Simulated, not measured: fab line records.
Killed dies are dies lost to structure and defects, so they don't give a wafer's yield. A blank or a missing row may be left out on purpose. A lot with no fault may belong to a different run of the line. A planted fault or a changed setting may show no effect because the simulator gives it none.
fab line records ; flow n5-finfet
record: lots: 10; wafers: 29; last-day: 17
route steps=1938 shown BEOL_M4@1057 PASSIVATION@1936
lots with no fault: from the same line, run without faults
start-h: hours from the record's first day to the start of the lot's first wafer shown ; wait-h: hours since the lot's step before ; " unchanged from the row above ; L1.1+2: a row that stands for several wafers ; - no value present, or no start provided ; * or withheld: withheld ; < > ~ a bound
route shown NAME@n: names a module that has steps shown in the file, with the first one's number in the route ; usual: average and standard deviation across the fault-free wafers ; same: alike in all rows ; chamber/n: place in a boat ; sites: per-site readings ; _std_site: their standard deviation ; _edge_site: inner sites' mean taken away from outer sites' mean ; radius-mm: for every site, how far away it sits from the centre of the wafer ; mask NAME#n: copy n ; behind: the most recent tool/chamber to have shaped the wafer ; hold: cause of the lot's hold/its duration in hours/its outcome ; device: transistor that didn't switch, given as n, p or np ; end of line: tests run on the same wafers once the route is complete ; a step without rows: its recipe alone ; killed: count of dies lost to structure and defects at first sort (not the wafer's yield) ; map: a wafer's dies, marking killed ones x, the rest . and places with no die _
set.NAME: the setting the step ran with; set.NAME@STEP: the setting that earlier step ran with ; model.NAME: the simulator's own value behind a step, which no gauge read
a sample of lots followed through the steps of the route, with each step as a table and each wafer as a row
services: from which hour (start-h, from the record's first day; less than 0 if before it) a tool's chamber was out of use, for how many hours, and why
== steps ==
step: N5_BEOL_M4_OVL_MEAS_29
recipe: points-per-wafer: 522
usual: V3_OVL: 0.0/0.6
same: points-per-wafer: 522
lot.wafer;tool;chamber;start-h;wait-h;V3_OVL[nm]
L700.1;overlay-02;0;170.40;0.0;-1.6
L700.3;overlay-02;0;170.40;0.0;-0.6
L700.5;overlay-02;0;170.40;0.0;-0.7
L702.1;overlay-01;0;178.86;0.0;1.2
L702.3;overlay-01;0;178.86;0.0;0.7
L702.6;overlay-01;0;178.86;0.0;0.4
L705.1;overlay-02;0;198.52;0.0;-0.6
L705.3;overlay-02;0;198.52;0.0;-0.4
L705.5;overlay-02;0;198.52;0.0;0.2
L710.3;overlay-01;0;225.89;0.0;-0.2
L710.4;overlay-01;0;225.89;0.0;0.3
L710.6;overlay-01;0;225.89;0.0;-0.1
L711.1;overlay-01;0;229.35;0.0;0.5
L711.3;overlay-01;0;229.35;0.0;0.1
L711.4;overlay-01;0;229.35;0.0;-0.4
L715.1;overlay-01;0;248.16;0.0;0.2
L715.2;overlay-01;0;248.16;0.0;0.4
L715.5;overlay-01;0;248.16;0.0;0.1
L720.1;overlay-02;0;284.25;0.0;-0.1
L720.3;overlay-02;0;284.25;0.0;-0.4
L720.4;overlay-02;0;284.25;0.0;-1.0
L719.1;overlay-02;0;288.12;0.0;-0.7
L719.4;overlay-02;0;288.12;0.0;0.6
L719.6;overlay-02;0;288.12;0.0;-0.3
L721.1;overlay-01;0;289.91;0.0;0.6
L721.3;overlay-01;0;289.91;0.0;0.7
L721.4;overlay-01;0;289.91;0.0;1.0
L722.5;overlay-01;0;290.33;0.1;0.4
L722.6;overlay-01;0;290.33;0.1;-0.6
step: N5_BEOL_M4_ETCHBACK_99
recipe: chemistry: CHF3; target: SiO2; target-depth-a: 50; time-s: 10.4; source-w: 215; bias-w: 47; Ar_flow_sccm: 200; CHF3_flow_sccm: 12; ion-energy-ev: 100; pressure-mtorr: 30
usual: drypump-motor-current-A: 5.6/0.6; oes-product-au: 0.83/0.1; rf-vpp-V: 245/6; showerhead-plenum-p-Torr: 2.18/0.083; throttle-valve-pct: 17.07/0.27
lot.wafer;tool;chamber;start-h;wait-h;drypump-motor-current-A;oes-product-au;rf-hours-counter-h;rf-vpp-V;showerhead-plenum-p-Torr;throttle-valve-pct
L700.1;rie-diel-06;3;173.28;2.6;5.9;0.80;94;250;2.16;16.99
L700.3;rie-diel-06;2;173.28;2.6;5.1;0.80;87;249;2.29;16.92
L700.5;rie-diel-06;3;173.28;2.6;5.9;0.80;-;253;2.16;17.01
L702.1;rie-diel-05;3;192.76;13.3;6.3;0.94;14;250;2.19;16.84
L702.3;rie-diel-05;0;192.76;13.3;4.8;0.68;247;241;2.05;17.42
L702.6;rie-diel-05;3;192.76;13.3;6.4;0.94;-;250;2.19;16.87
L705.1;rie-diel-06;3;199.62;0.8;5.9;0.80;104;252;2.16;17.04
L705.3;rie-diel-06;1;199.62;0.8;4.8;0.69;215;233;2.11;17.19
L705.5;rie-diel-06;3;199.62;0.8;5.9;0.79;-;252;2.16;17.02
L710.3;rie-diel-04;2;226.78;0.6;5.7;0.94;17;247;2.08;16.79
L710.4;rie-diel-04;3;226.78;0.6;6.2;0.75;-;247;2.09;17.46
L710.6;rie-diel-04;2;226.78;0.6;5.7;0.93;-;248;2.08;16.78
L711.1;rie-diel-05;1;231.99;2.4;5.3;0.93;17;246;2.27;17.04
L711.3;rie-diel-05;2;231.99;2.4;5.3;0.84;68;239;2.14;16.55
L711.4;rie-diel-05;0;231.99;2.4;4.8;0.99;7;246;2.31;17.06
L715.1;rie-diel-06;3;250.32;1.8;5.9;0.77;123;252;2.15;17.04
L715.2;rie-diel-06;2;250.32;1.8;5.1;0.77;115;250;2.28;16.96
L715.5;rie-diel-06;3;250.32;1.8;5.9;0.77;-;252;2.15;17.07
L720.1;rie-diel-04;0;286.42;1.6;6.7;0.71;223;254;2.22;17.18
L720.3;rie-diel-04;1;286.42;1.6;5.9;0.94;17;235;2.21;17.30
L720.4;rie-diel-04;2;286.42;1.6;5.6;0.89;40;249;2.07;16.86
L719.1;rie-diel-04;2;288.77;0.1;5.7;0.89;41;249;2.07;16.84
L719.4;rie-diel-04;3;288.77;0.1;6.2;0.73;164;247;2.08;17.52
L719.6;rie-diel-04;1;288.77;0.1;5.9;0.93;-;236;2.21;17.31
L721.1;rie-diel-04;0;294.00;3.6;6.7;0.71;225;252;2.22;17.18
L721.3;rie-diel-04;2;294.00;3.6;5.7;0.88;42;249;2.07;16.85
L721.4;rie-diel-04;1;294.00;3.6;5.9;0.93;19;235;2.21;17.30
L722.5;rie-diel-06;3;294.16;3.5;5.9;0.76;-;252;2.15;17.08
L722.6;rie-diel-06;2;294.16;3.5;5.1;0.75;-;249;2.28;17.00
step: N5_BEOL_M4_SPUTTER_86
recipe: material: Cu; target-thk-a: 45; temp-c: -20; chamber-pressure-pa: 0.07; power-w: withheld; time-s: 8.29
usual: chamber-pressure-pa: 0.07002/0.00014; chuck-gas-flow-sccm: 1.26/0.05; throttle-valve-pct: 30.6/1.3
lot.wafer;tool;chamber;start-h;wait-h;chamber-pressure-pa;chuck-gas-flow-sccm;throttle-valve-pct
L700.1;pvd-sputter-03;-;175.36;0.1;0.06996;1.37;31.1
L700.3;pvd-sputter-03;-;175.36;0.1;0.07003;1.25;27.9
L700.5;pvd-sputter-03;-;175.36;0.1;0.06989;1.28;31.2
L702.1;pvd-sputter-02;-;194.86;0.1;0.07021;1.22;30.8
L702.3;pvd-sputter-02;-;194.86;0.1;0.07008;1.22;30.7
L702.6;pvd-sputter-02;-;194.86;0.1;0.07003;1.20;30.8
L705.1;pvd-sputter-02;-;202.92;0.1;0.06994;1.27;31.9
L705.3;pvd-sputter-02;-;202.92;0.1;0.06989;1.20;31.0
L705.5;pvd-sputter-02;-;202.92;0.1;0.06986;1.23;31.8
L710.3;pvd-sputter-02;-;230.40;0.1;-;-;-
L710.4;pvd-sputter-02;-;230.40;0.1;-;-;-
L710.6;pvd-sputter-02;-;230.40;0.1;-;-;-
L711.1;pvd-sputter-02;-;235.73;0.1;-;-;-
L711.3;pvd-sputter-02;-;235.73;0.1;-;-;-
L711.4;pvd-sputter-02;-;235.73;0.1;-;-;-
L715.1;pvd-sputter-02;-;253.02;0.1;0.07023;1.31;30.9
L715.2;pvd-sputter-02;-;253.02;0.1;0.06988;1.23;31.7
L715.5;pvd-sputter-02;-;253.02;0.1;0.0697;1.24;31.7
L720.1;pvd-sputter-02;-;288.99;0.1;0.07016;1.30;31.1
L720.3;pvd-sputter-02;-;288.99;0.1;0.06992;1.23;32.7
L720.4;pvd-sputter-02;-;288.99;0.1;0.06987;1.19;31.8
L719.1;pvd-sputter-01;-;291.18;0.1;0.0696;1.18;28.0
L719.4;pvd-sputter-01;-;291.18;0.1;0.06991;1.25;30.7
L719.6;pvd-sputter-01;-;291.18;0.1;0.06983;1.23;28.1
L721.1;pvd-sputter-03;-;296.32;0.1;0.07033;1.22;28.1
L721.3;pvd-sputter-03;-;296.32;0.1;0.07007;1.32;30.9
L721.4;pvd-sputter-03;-;296.32;0.1;0.06985;1.33;30.8
L722.5;pvd-sputter-02;-;296.74;0.0;0.07004;1.29;32.8
L722.6;pvd-sputter-02;-;296.74;0.0;0.06989;1.39;31.9
step: N5_BEOL_M4_SPUTTER_90
recipe: material: Cu; target-thk-a: 45; temp-c: -20; chamber-pressure-pa: 0.07; power-w: withheld; time-s: 8.29
usual: chamber-pressure-pa: 0.06999/0.00014; chuck-gas-flow-sccm: 1.26/0.05; throttle-valve-pct: 30.6/1.3
lot.wafer;tool;chamber;start-h;wait-h;chamber-pressure-pa;chuck-gas-flow-sccm;throttle-valve-pct
L700.1;pvd-sputter-03;-;175.80;0.1;0.07018;1.36;31.1
L700.3;pvd-sputter-03;-;175.80;0.1;0.0699;1.27;28.0
L700.5;pvd-sputter-03;-;175.80;0.1;0.07015;1.19;31.1
L702.1;pvd-sputter-02;-;195.30;0.1;0.0698;1.25;30.6
L702.3;pvd-sputter-02;-;195.30;0.1;0.07011;1.33;31.3
L702.6;pvd-sputter-02;-;195.30;0.1;0.07009;1.25;31.0
L705.1;pvd-sputter-02;-;203.36;0.1;0.07004;1.36;32.0
L705.3;pvd-sputter-02;-;203.36;0.1;0.06998;1.31;31.1
L705.5;pvd-sputter-02;-;203.36;0.1;0.06984;1.23;31.7
L710.3;pvd-sputter-02;-;230.84;0.1;0.06981;1.29;30.9
L710.4;pvd-sputter-02;-;230.84;0.1;0.07019;1.19;30.8
L710.6;pvd-sputter-02;-;230.84;0.1;0.0699;1.34;30.8
L711.1;pvd-sputter-02;-;236.17;0.1;0.06989;1.27;31.0
L711.3;pvd-sputter-02;-;236.17;0.1;0.06986;1.23;30.9
L711.4;pvd-sputter-02;-;236.17;0.1;0.0699;1.19;31.8
L715.1;pvd-sputter-02;-;253.46;0.1;0.06988;1.24;31.0
L715.2;pvd-sputter-02;-;253.46;0.1;0.06991;1.15;31.8
L715.5;pvd-sputter-02;-;253.46;0.1;0.06994;1.28;31.8
L720.1;pvd-sputter-02;-;289.43;0.1;0.06984;1.14;31.3
L720.3;pvd-sputter-02;-;289.43;0.1;0.06983;1.33;32.6
L720.4;pvd-sputter-02;-;289.43;0.1;0.06973;1.26;31.9
L719.1;pvd-sputter-01;-;291.62;0.1;0.07022;1.23;27.9
L719.4;pvd-sputter-01;-;291.62;0.1;0.06983;1.23;30.5
L719.6;pvd-sputter-01;-;291.62;0.1;0.07004;1.33;28.0
L721.1;pvd-sputter-03;-;296.76;0.1;0.07001;1.19;27.8
L721.3;pvd-sputter-03;-;296.76;0.1;0.07024;1.24;31.1
L721.4;pvd-sputter-03;-;296.76;0.1;0.07021;1.32;30.6
L722.5;pvd-sputter-02;-;297.18;0.0;0.06999;1.21;32.6
L722.6;pvd-sputter-02;-;297.18;0.0;0.07021;1.20;31.9
step: N5_BEOL_M4_RC_MEAS_101
usual: DIBL_N: 36.8/2.2; DIBL_P: 37.0/2.8; IOFF_N: 0.18/0.043; IOFF_P: 0.23/0.05; ION_N: 680/14; ION_P: 466/9.1; SS_N: 71.7/0.74; SS_P: 73.5/0.79; VT_N: 248/4; VT_P: -249/4.1
lot.wafer;tool;chamber;start-h;wait-h;DIBL_N[mV/V];DIBL_P[mV/V];IOFF_N[nA/um];IOFF_P[nA/um];ION_N[uA/um];ION_P[uA/um];SS_N[mV/dec];SS_P[mV/dec];VT_N[mV];VT_P[mV]
L700.1;prober-02;0;177.57;0.0;37.8;36.7;0.16;0.19;666;450;71.9;73.9;249;-254
L700.3;prober-02;0;177.57;0.0;34.9;33.9;0.13;0.17;677;462;69.7;73.0;252;-255
L700.5;prober-02;0;177.57;0.0;38.9;38.6;0.19;0.23;688;463;71.8;73.7;248;-251
L702.1;prober-01;0;197.16;0.1;35.7;36.9;0.18;0.19;677;453;71.6;73.4;243;-254
L702.3;prober-01;0;197.16;0.1;36.3;38.2;0.17;0.19;667;456;71.6;73.1;253;-253
L702.6;prober-01;0;197.16;0.1;37.7;40.2;0.23;0.24;700;467;72.0;73.6;244;-250
L705.1;prober-02;0;205.15;0.0;38.0;36.7;0.21;0.23;690;468;71.7;73.6;246;-250
L705.3;prober-02;0;205.15;0.0;39.4;38.2;0.22;0.24;699;469;72.1;74.7;249;-248
L705.5;prober-02;0;205.15;0.0;34.8;32.6;0.13;0.16;684;462;71.1;72.6;253;-253
L710.3;prober-02;0;232.91;0.3;34.7;34.0;0.14;0.24;676;480;70.9;73.9;251;-245
L710.4;prober-02;0;232.91;0.3;41.5;41.0;0.31;0.40;701;489;72.6;74.7;239;-237
L710.6;prober-02;0;232.91;0.3;35.7;35.2;0.15;0.25;664;473;70.8;72.8;253;-245
L711.1;prober-01;0;238.03;0.0;36.0;34.8;0.18;0.22;691;467;71.4;72.5;247;-250
L711.3;prober-01;0;238.03;0.0;34.0;31.5;0.13;0.17;668;462;70.7;71.9;255;-251
L711.4;prober-01;0;238.03;0.0;36.7;34.3;0.18;0.21;687;474;71.0;72.6;249;-248
L715.1;prober-02;0;255.22;0.0;38.0;35.6;0.16;0.18;675;453;71.6;73.2;249;-254
L715.2;prober-02;0;255.22;0.0;38.0;37.6;0.18;0.21;678;454;72.3;73.6;249;-251
L715.5;prober-02;0;255.22;0.0;34.9;31.6;0.12;0.13;662;448;71.6;72.1;254;-256
L720.1;prober-01;0;291.49;0.0;37.4;36.0;0.18;0.20;687;459;71.9;73.4;249;-252
L720.3;prober-01;0;291.49;0.0;39.8;41.2;0.25;0.31;707;480;73.3;74.3;244;-249
L720.4;prober-01;0;291.49;0.0;38.5;37.6;0.21;0.23;683;460;72.8;73.8;247;-250
L719.1;prober-02;0;293.41;0.0;38.8;40.2;0.22;0.29;696;472;72.0;74.7;247;-244
L719.4;prober-02;0;293.41;0.0;37.5;39.5;0.20;0.29;696;480;72.4;74.3;245;-244
L719.6;prober-02;0;293.41;0.0;37.8;38.9;0.18;0.25;679;466;72.2;74.3;249;-245
L721.1;prober-01;0;298.57;0.0;33.4;34.3;0.12;0.17;671;460;70.6;73.1;256;-255
L721.3;prober-01;0;298.57;0.0;37.3;39.2;0.20;0.25;687;468;71.6;73.7;246;-250
L721.4;prober-01;0;298.57;0.0;35.5;37.2;0.15;0.22;670;466;71.4;73.1;251;-250
L722.5;prober-02;0;299.52;0.6;36.7;37.9;0.20;0.26;686;474;72.2;73.6;243;-244
L722.6;prober-02;0;299.52;0.6;37.7;40.2;0.22;0.31;701;487;72.3;74.8;242;-241
step: N5_PASSIVATION_PROBE_49
usual: defect-limited-yield: 91.4/1.5; killed_at_M0_to_M3: 36/11; killed_at_M4_up: 14/6; killed-at-contacts: 11/6; killed-at-front-end: 37/11; killed-at-other: 4/3.4; killed-dies: 102/18; killed-open: 66/13; killed-short: 34/7.8; sort_bin_4_leakage: 0.00/0.017; sort_bin_5_function: 5.0/0.97; sort_bin_6_memory: 3.2/0.7; sort_bin_8_speed: 0.0/0.38; sort-n-pass: 1078/19; sort-yield-pct: 91.3/1.6
same: gross-dies: 1180; killed-at-back-side: 0
lot.wafer;tool;chamber;start-h;wait-h;defect-limited-yield[%];killed_at_M0_to_M3;killed_at_M4_up;killed-at-contacts;killed-at-front-end;killed-at-other;killed-dies;killed-open;killed-short;sort_bin_4_leakage[%];sort_bin_5_function[%];sort_bin_6_memory[%];sort_bin_8_speed[%];sort-n-pass;sort-yield-pct[%]
L710.3;prober-02;-;343.39;0.1;93.1;27;13;7;31;4;82;51;27;0;3.7;3.2;0;1098;93.1
L710.4;prober-02;-;343.44;0.2;93.1;25;12;9;34;1;81;47;28;0.08;3.6;3.0;0;1098;93.1
L710.6;prober-02;-;343.54;0.3;92.8;33;19;9;22;2;85;47;24;0;4.3;2.7;0;1095;92.8
L711.1;prober-02;-;344.63;0.8;92.2;34;22;4;25;7;92;47;39;0;4.7;2.8;0;1088;92.2
L711.3;prober-02;-;344.73;0.9;92.1;36;18;6;31;2;93;48;41;0;3.6;4.0;0;1087;92.1
L711.4;prober-02;-;344.78;0.9;88.7;39;23;7;61;3;133;78;49;0;6.8;4.0;0;1047;88.7
killed by level:class
L710.3 FIN_SAQP:geometric-particle:open=14 BEOL_M2:geometric-particle:open=10 MOL_CONTACT_COAG:geometric-particle:open=6 BEOL_M1:geometric-particle:open=5 FIN_SAQP:geometric-particle:short=4 BEOL_M1:geometric-particle:short=4 SPACER0:geometric-particle:short=3 BEOL_M4:geometric-particle:open=3
L710.4 FIN_SAQP:geometric-particle:open=7 BEOL_M0_SAQP:geometric-particle:short=6 BEOL_M4:interface-void-opened=6 MOL_CONTACT_COAG:geometric-particle:open=5 BEOL_M2:geometric-particle:open=5 STI_FIN_REVEAL:geometric-particle:open=4 GATE_CUT:geometric-particle:short=4 GATE_CUT:geometric-particle:open=4
L710.6 MOL_CONTACT_COAG:geometric-particle:open=6 BEOL_M0_SAQP:geometric-particle:short=6 BEOL_M1:geometric-particle:open=6 BEOL_M2:geometric-particle:open=6 BEOL_M4:interface-void-opened=6 BEOL_M0_SAQP:geometric-particle:open=5 STI_FIN_REVEAL:geometric-particle:open=4 DUMMY_GATE:geometric-particle:open=4
L711.1 BEOL_M4:geometric-particle:open=10 BEOL_M3:geometric-particle:short=8 FIN_SAQP:geometric-particle:open=7 FIN_SAQP:geometric-particle:short=5 BEOL_M0_SAQP:geometric-particle:open=5 BEOL_M0_SAQP:geometric-particle:short=5 BEOL_M3:geometric-particle:open=5 BEOL_M4:interface-void-opened=5
L711.3 BEOL_M0_SAQP:geometric-particle:short=11 BEOL_M0_SAQP:geometric-particle:open=8 FIN_SAQP:geometric-particle:open=7 FIN_SAQP:geometric-particle:short=6 STI_FIN_REVEAL:geometric-particle:open=5 MOL_CONTACT_COAG:geometric-particle:open=5 BEOL_M1:geometric-particle:open=5 GATE_CUT:geometric-particle:short=4
L711.4 FIN_SAQP:geometric-particle:open=24 FIN_SAQP:geometric-particle:short=13 BEOL_M0_SAQP:geometric-particle:short=13 BEOL_M0_SAQP:geometric-particle:open=12 BEOL_M4:geometric-particle:open=12 GATE_CUT:geometric-particle:short=7 MOL_CONTACT_COAG:geometric-particle:open=6 BEOL_M4:geometric-particle:short=6
== services ==
tool;chamber;start-h;hours;kind
pvd-sputter-01;-;151.78;1.0;repair
rie-diel-04;2;159.67;-;clean
rie-diel-04;2;159.67;-;consumable-replace:focus-ring
rie-diel-04;2;159.67;21.8;scheduled-down
rie-diel-04;2;159.67;21.8;vent-cycle
rie-diel-05;1;170.15;-;clean
rie-diel-05;1;170.15;-;consumable-replace:focus-ring
rie-diel-05;1;170.15;-;consumable-replace:showerhead
rie-diel-05;1;170.15;17.4;scheduled-down
rie-diel-05;1;170.15;17.4;vent-cycle
pvd-sputter-01;-;194.09;0.8;repair
rie-diel-06;0;197.25;-;clean
rie-diel-06;0;197.25;-;consumable-replace:focus-ring
rie-diel-06;0;197.25;35.3;scheduled-down
rie-diel-06;0;197.25;35.3;vent-cycle
rie-diel-05;0;200.40;-;clean
rie-diel-05;0;200.40;-;consumable-replace:focus-ring
rie-diel-05;0;200.40;-;consumable-replace:showerhead
rie-diel-04;1;214.39;-;clean
rie-diel-04;1;214.39;-;consumable-replace:focus-ring
rie-diel-04;1;214.39;16.8;scheduled-down
rie-diel-04;1;214.39;16.8;vent-cycle
rie-diel-04;1;235.62;8.8;repair
rie-diel-05;3;239.05;115.1;repair
== key ==
first-sign: step: N5_BEOL_M4_SPUTTER_86; reading: tool-record; direction: missing
effect none on later readings
met-at N5_BEOL_M4_SPUTTER_86
struck-lots L710,L711
not-acting-at N5_BEOL_M4_OVL_MEAS_29,N5_BEOL_M4_ETCHBACK_99,N5_BEOL_M4_SPUTTER_90
onset-between 202.92 230.40
fault: kind: skipped-step-whole; tool: pvd-sputter-02; chamber: -; onset-h: 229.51; steps: N5_BEOL_M4_SPUTTER_86; scope: struck-lots-only
